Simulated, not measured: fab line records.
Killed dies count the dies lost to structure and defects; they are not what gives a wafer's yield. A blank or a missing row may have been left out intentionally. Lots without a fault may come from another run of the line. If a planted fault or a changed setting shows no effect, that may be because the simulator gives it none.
Chamber matching ; flow n5Finfet ; 3 sister chambers for N5_BEOL_M0_SAQP_PECVD_03 on pecvd-04
The step deposits SiCN from 3MS/NH3, target thk 12 nm, time 21.1 s. 14 wafers are shown with their chamber, then 7 later ones without.

WAFERS WITH THEIR CHAMBER
wafer;chamber;showerheadPlenumPTorr (Torr);throttleValvePct (%)
L074.1;0;3.669;9.0
L074.3;1;3.632;9.1
L074.5;1;3.634;9.5
L078.4;0;3.650;9.4
L078.5;2;3.660;9.8
L078.6;1;3.634;9.7
L087.1;1;3.623;9.3
L087.5;1;3.633;9.7
L087.6;2;3.657;9.9
L090.2;1;3.629;9.6
L090.3;2;3.657;10.2
L090.5;1;3.631;9.8
L092.2;2;3.664;10.0
L092.4;2;3.655;9.9

SIGNATURES, as means of the wafers listed above
reading;chamber 0;chamber 1;chamber 2;scatter within a chamber
showerheadPlenumPTorr;3.65950;3.63086;3.65860;0.0054
throttleValvePct;9.200;9.529;9.960;0.223
Rule: a wafer's distance from a chamber is the root of the sum, over the readings, of the square of ((its reading less the chamber's mean) divided by the reading's scatter). The wafer belongs to the nearest chamber; if the next one is less than 2 further off, it can't be placed. The scatter is the square root of a quotient: the sum, over the shown wafers, of each reading's squared deviation from its chamber's mean, divided by wafers minus chambers.

WAFERS WITHOUT THEIR CHAMBER
wafer;showerheadPlenumPTorr (Torr);throttleValvePct (%)
L092.5;3.625;9.2
L095.2;3.656;9.0
L095.4;3.625;9.6
L095.5;3.663;10.2
L096.1;3.663;9.1
L096.4;3.653;9.9
L096.6;3.637;9.5

THE CHAMBER EACH PASSED THROUGH
wafer;from the rows above;in truth
L092.5;1;1
L095.2;0;0
L095.4;1;1
L095.5;2;2
L096.1;0;0
L096.4;2;2
L096.6;1;1
Correctly placed: 7 of 7. Can't be placed from these rows: 0. Placed wrongly: 0.
